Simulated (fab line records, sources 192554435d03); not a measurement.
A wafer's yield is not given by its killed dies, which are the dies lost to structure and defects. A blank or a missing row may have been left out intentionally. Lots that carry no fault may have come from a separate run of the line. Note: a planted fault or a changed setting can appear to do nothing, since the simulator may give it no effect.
Chamber matching    flow n5Finfet    N5_BEOL_M4_CO_CAP_55 on cvdCo-02: 3 sister chambers
The step material Co, precursor CCTBA/H2, target thk 2 nm, time 102.1 s. 24 wafers are shown with their chamber, then 12 later ones without.

WAFERS, EACH WITH ITS CHAMBER
wafer   chamber  heaterPowerW (W)
L074.2  1        222
L074.3  0        240
L074.5  2        200
L078.1  2        204
L078.2  0        239
L078.4  0        244
L079.1  2        203
L079.2  0        239
L079.5  0        232
L082.1  1        214
L082.3  2        206
L082.6  2        195
L084.2  0        248
L084.5  1        213
L084.6  0        237
L083.1  2        204
L083.2  1        214
L083.3  0        238
L085.1  0        240
L085.4  2        204
L085.5  1        215
L093.4  2        208
L093.5  0        241
L093.6  1        219

SIGNATURES, as means of the wafers listed above
reading       chamber 0  chamber 1  chamber 2  scatter within a chamber
heaterPowerW  239.80     216.17     203.00     3.98
Rule: a wafer's distance from a chamber is the root of the sum, over the readings, of the square of ((its reading less the chamber's mean) divided by the reading's scatter). If the next closest chamber is less than 2 further off than the closest, the wafer can't be placed; otherwise it belongs to the closest. The scatter is the square root of a quotient: the sum, over the shown wafers, of each reading's squared deviation from its chamber's mean, divided by wafers minus chambers.

WAFERS WITHOUT THEIR CHAMBER
wafer   heaterPowerW (W)
L094.2  215
L094.3  208
L094.4  241
L095.1  220
L095.4  242
L095.5  203
L097.1  239
L097.3  205
L097.5  222
L096.1  218
L096.2  207
L096.6  243

THE CHAMBER EACH PASSED THROUGH
wafer   from the rows above      in truth
L094.2  1                        1
L094.3  can't be placed: 2 or 1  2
L094.4  0                        0
L095.1  1                        1
L095.4  0                        0
L095.5  2                        2
L097.1  0                        0
L097.3  2                        2
L097.5  1                        1
L096.1  1                        1
L096.2  can't be placed: 2 or 1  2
L096.6  0                        0
Correctly placed: 10 of 12. Not placeable from these rows: 2 (in 2, the candidates include the true chamber). Wrongly placed: 0.
